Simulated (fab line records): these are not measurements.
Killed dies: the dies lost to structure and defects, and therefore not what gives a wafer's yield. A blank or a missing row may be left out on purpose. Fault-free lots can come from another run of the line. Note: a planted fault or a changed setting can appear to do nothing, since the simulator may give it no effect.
Which tool is to blame? / flow n5_finfet / Sampling: 11 lots, 33 wafers, 4 of 1938 route steps

== WHAT EACH GAUGE READ, for each wafer ==
N5_PASSIVATION_OVL_MEAS_63.
lot=L290; measured=day 14 08:58; on=overlay-02; PAD_OVL (nm)=5 5 -1
lot=L291; measured=day 14 00:02; on=overlay-01; PAD_OVL (nm)=-4 -5 4
lot=L293; measured=day 14 09:41; on=overlay-01; PAD_OVL (nm)=-6 -10 0
lot=L294; measured=day 14 19:35; on=overlay-02; PAD_OVL (nm)=-11 -4 -11
lot=L295; measured=day 15 07:31; on=overlay-02; PAD_OVL (nm)=3 3 11
lot=L296; measured=day 15 08:11; on=overlay-02; PAD_OVL (nm)=-10 0 -3
lot=L297; measured=day 15 05:09; on=overlay-01; PAD_OVL (nm)=2 0 -6
lot=L299; measured=day 16 00:14; on=overlay-01; PAD_OVL (nm)=2 -2 7
lot=L301; measured=day 15 16:11; on=overlay-02; PAD_OVL (nm)=4 2 5
lot=L311; measured=day 18 17:23; on=overlay-01; PAD_OVL (nm)=5 1 -1
lot=L313; measured=day 19 13:27; on=overlay-02; PAD_OVL (nm)=-5 -1 -1

== EACH LOT AND THE TOOL THAT RAN IT (in order: tool; ch and the chambers of the sampled wafers; start) ==
lot=L290; N5_GATE_CUT_ETCH_58=rie_diel-04 ch 0,1,2, day 4 07:44; N5_MIM_BOT_LITHO_DESCUM_10=rie_diel-05 ch 0,1, day 14 01:40; N5_MIM_BOT_ETCH_STRIP_01=rie_diel-05 ch 0,1,3, day 14 02:03
lot=L291; N5_GATE_CUT_ETCH_58=rie_diel-06 ch 2,3, day 4 15:59; N5_MIM_BOT_LITHO_DESCUM_10=rie_diel-01 ch 0,1,2, day 13 19:52; N5_MIM_BOT_ETCH_STRIP_01=rie_diel-01 ch 0,1,2, day 13 20:16
lot=L293; N5_GATE_CUT_ETCH_58=rie_diel-02 ch 2,3, day 5 02:02; N5_MIM_BOT_LITHO_DESCUM_10=rie_diel-03 ch 1,2,3, day 14 02:05; N5_MIM_BOT_ETCH_STRIP_01=rie_diel-03 ch 1,2,3, day 14 02:43
lot=L294; N5_GATE_CUT_ETCH_58=rie_diel-02 ch 0,2,3, day 5 09:29; N5_MIM_BOT_LITHO_DESCUM_10=rie_diel-05 ch 0,1,2, day 14 15:14; N5_MIM_BOT_ETCH_STRIP_01=rie_diel-03 ch 1,2, day 14 15:37
lot=L295; N5_GATE_CUT_ETCH_58=rie_diel-02 ch 1,2,3, day 5 16:27; N5_MIM_BOT_LITHO_DESCUM_10=rie_diel-05 ch 0,2,3, day 15 01:37; N5_MIM_BOT_ETCH_STRIP_01=rie_diel-01 ch 1,2, day 15 02:13
lot=L296; N5_GATE_CUT_ETCH_58=rie_diel-06 ch 1,3, day 5 21:32; N5_MIM_BOT_LITHO_DESCUM_10=rie_diel-01 ch 2,3, day 15 01:58; N5_MIM_BOT_ETCH_STRIP_01=rie_diel-01 ch 2,3, day 15 02:21
lot=L297; N5_GATE_CUT_ETCH_58=rie_diel-06 ch 1,3, day 6 00:56; N5_MIM_BOT_LITHO_DESCUM_10=rie_diel-05 ch 0,3, day 15 01:26; N5_MIM_BOT_ETCH_STRIP_01=rie_diel-01 ch 1,2,3, day 15 01:49
lot=L299; N5_GATE_CUT_ETCH_58=rie_diel-04 ch 0,2, day 6 16:35; N5_MIM_BOT_LITHO_DESCUM_10=rie_diel-01 ch 1,3, day 15 17:24; N5_MIM_BOT_ETCH_STRIP_01=rie_diel-01 ch 1,3, day 15 17:47
lot=L301; N5_GATE_CUT_ETCH_58=rie_diel-04 ch 1,2,3, day 7 04:58; N5_MIM_BOT_LITHO_DESCUM_10=rie_diel-03 ch 0,1, day 15 13:21; N5_MIM_BOT_ETCH_STRIP_01=rie_diel-03 ch 0,2, day 15 13:47
lot=L311; N5_GATE_CUT_ETCH_58=rie_diel-06 ch 2,3, day 9 12:26; N5_MIM_BOT_LITHO_DESCUM_10=rie_diel-05 ch 0,2,3, day 18 08:47; N5_MIM_BOT_ETCH_STRIP_01=rie_diel-01 ch 1,3, day 18 09:11
lot=L313; N5_GATE_CUT_ETCH_58=rie_diel-06 ch 0,2,3, day 10 02:34; N5_MIM_BOT_LITHO_DESCUM_10=rie_diel-01 ch 1,3, day 19 08:20; N5_MIM_BOT_ETCH_STRIP_01=rie_diel-05 ch 0,1,3, day 19 08:52
- N5_GATE_CUT_ETCH_58: etches SiNx in CH3F/O2, target depth 17 nm, time 128.6 s.
- N5_MIM_BOT_LITHO_DESCUM_10: chemistry O2, time 7.9 s.
- N5_MIM_BOT_ETCH_STRIP_01: strips in O2.

== THE ANSWER, worked out from the rows above alone ==
Rule: what is usual is taken from the lots themselves. The widest of any qualifying gaps counts: lots, ordered by their means at a reading, are off when they make up no more than a third of the lots, leave a main group of 4 or more, and stand apart from it by 3 or more times the standard deviation of that group's means. If all means in a main group match to the digits the tables above print for the reading, that group is not used. Also off: a lot with no number at a reading for which 4 or more lots have one. Any other lot the step has rows for is counted as sound.
Nothing can be told from this: no lot is off at any reading shown.

== WHAT HAD BEEN PUT IN BY THE SIMULATOR ==
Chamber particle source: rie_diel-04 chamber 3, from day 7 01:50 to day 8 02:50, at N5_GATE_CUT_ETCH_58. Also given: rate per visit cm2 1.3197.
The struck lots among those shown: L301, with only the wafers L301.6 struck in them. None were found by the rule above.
